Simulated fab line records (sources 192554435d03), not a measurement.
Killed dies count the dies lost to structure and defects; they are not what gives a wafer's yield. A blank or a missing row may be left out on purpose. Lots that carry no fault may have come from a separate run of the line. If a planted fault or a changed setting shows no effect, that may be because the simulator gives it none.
Comparing a struck lot with a sound one	flow n5_finfet	14 out of 1938 route steps
Sound: the wafers L617.2, L617.5, L617.6. Struck: wafers L616.2, L616.3, L616.5. Last of all comes the cause.
For every step that has rows: the tool of each side, followed by ch and its chambers, followed by its first start. Under that, the readings that differ: sound wafers	struck wafers	difference of the means	sigmas: that difference in standard deviations of wafers without a fault.
alike: words and numbers the same on both sides, and readings whose means are apart by under 2 such deviations; not compared: readings that were withheld, readings missing a value for some wafer, numbers with overlapping values and no deviation given by the record, and bounds like >300 which may hide the same value.
Wherever a step has rows on one side only, a row that says differs or no value, or a row with sigmas, the two part there. Non-overlapping numbers with no deviation appear without sigmas and do not part them. A reading that every wafer of one side lacks parts them only if that side has two wafers or more.

N5_STI_FIN_REVEAL_ALD_14: deposits Si3N4, target thk 3 nm.
  sound on ald_sin-02 ch 2,3, day 4 19:08; struck on ald_sin-02 ch 1,2, day 4 18:52
  alike: heater_power_w
then, 2 steps without rows for these wafers: N5_STI_FIN_REVEAL_FCVD_FILL_01 (material SiO2 flowable, target thk 312 nm, time 512.2 s); N5_STI_FIN_REVEAL_DENSIFY_02 (time 1800 s).
N5_STI_FIN_REVEAL_CMP_04: polishes, stops on Si3N4, t overpolish 4 s, target thk 131.83 nm.
  sound on cmp-03 ch 0,3, day 5 00:10; struck on cmp-02 ch 1,2,3, day 4 23:58
reading	sound	struck	difference	sigmas
time_to_endpoint_s (s)	93 99 89	102 105 107	+11	+3
  alike: motor_current_A, overpolish_run_s
N5_STI_FIN_REVEAL_THK_MEAS_05:
  struck on film_metro-02, day 5 00:11; sound on film_metro-01, day 5 00:28
  alike: thk_nm
N5_STI_FIN_REVEAL_DENSIFY_30:
  sound on rtp_anneal-02 ch 0, day 5 00:42; struck on rtp_anneal-02 ch 0, day 5 00:15
reading	sound	struck	difference	sigmas
lamp_power_pct (%)	11.53 11.62 11.72	11.51 11.54 11.49	-0.11	-2
  alike: lamp_zone_2_pct, lamp_zone_3_pct, lamp_zone_5_pct, lamp_zone_6_pct
  not compared: wafer_temp_C_max
N5_STI_FIN_REVEAL_ETCHBACK_08: etches SiO2 in C4F6/O2, target depth 30.5 nm, time 10.167 s.
  sound on rie_diel-03 ch 0,1,2, day 5 00:53; struck on rie_diel-03 ch 0,1,3, day 5 00:26
  alike: drypump_motor_current_A, oes_o_777_au, oes_product_au, rf_vpp_V, showerhead_plenum_p_Torr, throttle_valve_pct
  not compared: rf_hours_counter_h
N5_STI_FIN_REVEAL_STRIP_24: strips in N2/H2, time 90 s.
  sound on rie_diel-03 ch 0,1,2, day 5 00:55; struck on rie_diel-03 ch 0,1,3, day 5 00:28
  alike: drypump_motor_current_A, oes_product_au, rf_vpp_V, showerhead_plenum_p_Torr, throttle_valve_pct
  not compared: rf_hours_counter_h
then, 4 steps without rows for these wafers: N5_STI_FIN_REVEAL_PRECLEAN_25 (cleans in SPM, time 90 s); N5_STI_FIN_REVEAL_PRECLEAN_26 (cleans in SC1, time 45 s); N5_STI_FIN_REVEAL_PRECLEAN_29 (cleans in DHF, time 30 s); N5_STI_FIN_REVEAL_SRD_12 (time 30 s).
N5_STI_FIN_REVEAL_RECESS_09: chemistry HF/NH3, target SiO2, afs cycles 11, target depth 42.5 nm, sublimation time 60 s.
  sound on vapor_etch-02 ch 0,1, day 5 01:20; struck on vapor_etch-01 ch 0,1, day 5 00:41
reading	sound	struck	difference	sigmas
temp_c (C)	30.05 30.09 29.96	28.52 28.60 28.87	-1.37	-12
  alike: drypump_motor_current_A
then, 1 step without rows for these wafers: N5_STI_FIN_REVEAL_STRIP_16 (strips SiNx in H3PO4, target depth 23.8 nm).

== WHERE THEY PART ==
Earliest at N5_STI_FIN_REVEAL_CMP_04; latest, in this record, at N5_STI_FIN_REVEAL_RECESS_09.

WHY: what the simulator had put in
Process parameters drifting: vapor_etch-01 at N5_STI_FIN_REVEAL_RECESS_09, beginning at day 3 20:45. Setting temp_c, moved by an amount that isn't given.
